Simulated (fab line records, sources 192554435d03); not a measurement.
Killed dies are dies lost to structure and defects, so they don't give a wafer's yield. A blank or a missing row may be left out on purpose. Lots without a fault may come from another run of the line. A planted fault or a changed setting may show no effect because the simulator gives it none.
Problem report in the 8D (eight disciplines) form, filled by code | flow n5_finfet | the parts of the form that need people (team, actions taken, sign-off) are left out

1. THE PROBLEM
raw_defect_count at N5_FIN_SAQP_INSPECT_40 reads a mean of 562 on 3 wafers of 2 lots; wafers without a fault read 232 with a standard deviation of 67. That is +4.9 standard deviations from the usual mean.
The step: inspects for defects (brightfield).
First seen on wafer L772.2, day 3 09:19, on defect_inspect-01. The record holds 12 wafers of 4 lots with a number at this step. Rule for "out", or "out of limits": more than 4 standard deviations from the usual mean. The other wafers with a number count as sound.

2. WHAT IT IS AND WHAT IT IS NOT
question                    | is                                   | is not
which readings at this step | raw_defect_count                     | -
which lots                  | L772, L774                           | L769, L783
which wafers of those lots  | L772.2, L774.3, L774.5               | L772.1, L772.3, L774.1
read on which gauges        | defect_inspect-01, defect_inspect-02 | -
when                        | from day 3 09:19                     | up to then (5 sound wafers); but 4 sound wafers of L774, L783 came after

3. SUSPECTS, AND WHAT RULES EACH OUT
Counting: a tool at a process step up to the reading stays a suspect if it ran every lot that is out. Sound lots after the first of them don't rule it out here, since some wafers of a struck lot are sound.
- the gauge at N5_FIN_SAQP_INSPECT_40: ruled out. The wafers that are out were read on 2 gauges (defect_inspect-01, defect_inspect-02).
- rie_si-01 at N5_FIN_SAQP_MANDREL_ETCH_22 (etches a-Si in HBr/Cl2, stops on SiNx, target depth 60 nm, bt time 10 s, time 30 s): kept. It ran every lot that is out, first L772 (day 3 04:33); its last sound lot up to then is L769 (day 2 10:40).
- Within rie_si-01 at N5_FIN_SAQP_MANDREL_ETCH_22: the wafers that are out ran in chamber 0; their sound lot-mates ran in chambers 2, 3.
Left after counting: rie_si-01 at N5_FIN_SAQP_MANDREL_ETCH_22.

4. THE CAUSE (what the simulator had put in)
Chamber particle source: rie_si-01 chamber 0, from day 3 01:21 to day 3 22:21, at N5_FIN_SAQP_MANDREL_ETCH_22. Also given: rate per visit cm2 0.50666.
Counting left only this tool.

5. THE CHAIN OF EFFECTS, in route order
Each row: a reading whose mean over the struck wafers that have a number lies more than 3 standard deviations from the usual. Only readings for which the record gives a usual standard deviation are gone through. hours: the time from each lot's start at the first step in this table that gives one to its start at this step, as a median over the lots. sigmas: the change in usual standard deviations.
hours | step                    | reading              | usual  | on struck wafers | change | sigmas
0     | N5_FIN_SAQP_INSPECT_40  | raw_defect_count     | 232    | 562              | +330   | +4.9
0     | N5_FIN_CUT_INSPECT_10   | raw_defect_count     | 42     | 365              | +323   | +27
1     | N5_FIN_CUT_INSPECT_17   | raw_defect_count     | 233    | 546              | +313   | +4.6
239   | N5_PASSIVATION_PROBE_49 | defect_limited_yield | 91.1 % | 84.4             | -6.7   | -4.8
239   | N5_PASSIVATION_PROBE_49 | killed_at_front_end  | 41     | 123              | +82    | +6.9
239   | N5_PASSIVATION_PROBE_49 | killed_dies          | 105    | 184              | +79    | +4.9
239   | N5_PASSIVATION_PROBE_49 | killed_on_rim        | 14     | 27               | +13    | +3.3
239   | N5_PASSIVATION_PROBE_49 | sort_bin_5_function  | 5.2 %  | 10.1             | +4.9   | +5.1
239   | N5_PASSIVATION_PROBE_49 | sort_n_pass          | 1075   | 996              | -79    | -4.9
239   | N5_PASSIVATION_PROBE_49 | sort_yield_pct       | 91.1 % | 84.4             | -6.7   | -4.8
The process steps in it:
- N5_PASSIVATION_PROBE_49
Later measuring or inspecting steps at which every struck wafer that the step has a row for has a number for every such reading, and none has moved that far: N5_BEOL_M4_RC_MEAS_101.

6. WHAT WOULD HAVE CAUGHT IT SOONER
In this record the first reading out of limits at a measuring or inspecting step was taken at day 3 09:19, 8 hours after the fault began at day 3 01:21.
Of the tool readings at N5_FIN_SAQP_MANDREL_ETCH_22 for which the record gives a usual standard deviation, none was out on any struck wafer, so an alarm limit of 4 standard deviations on them would not have fired.
Of the lots that are out (2), L774 began N5_FIN_SAQP_MANDREL_ETCH_22 on rie_si-01 after day 3 09:19. A hold on the tool at that time would have spared it.
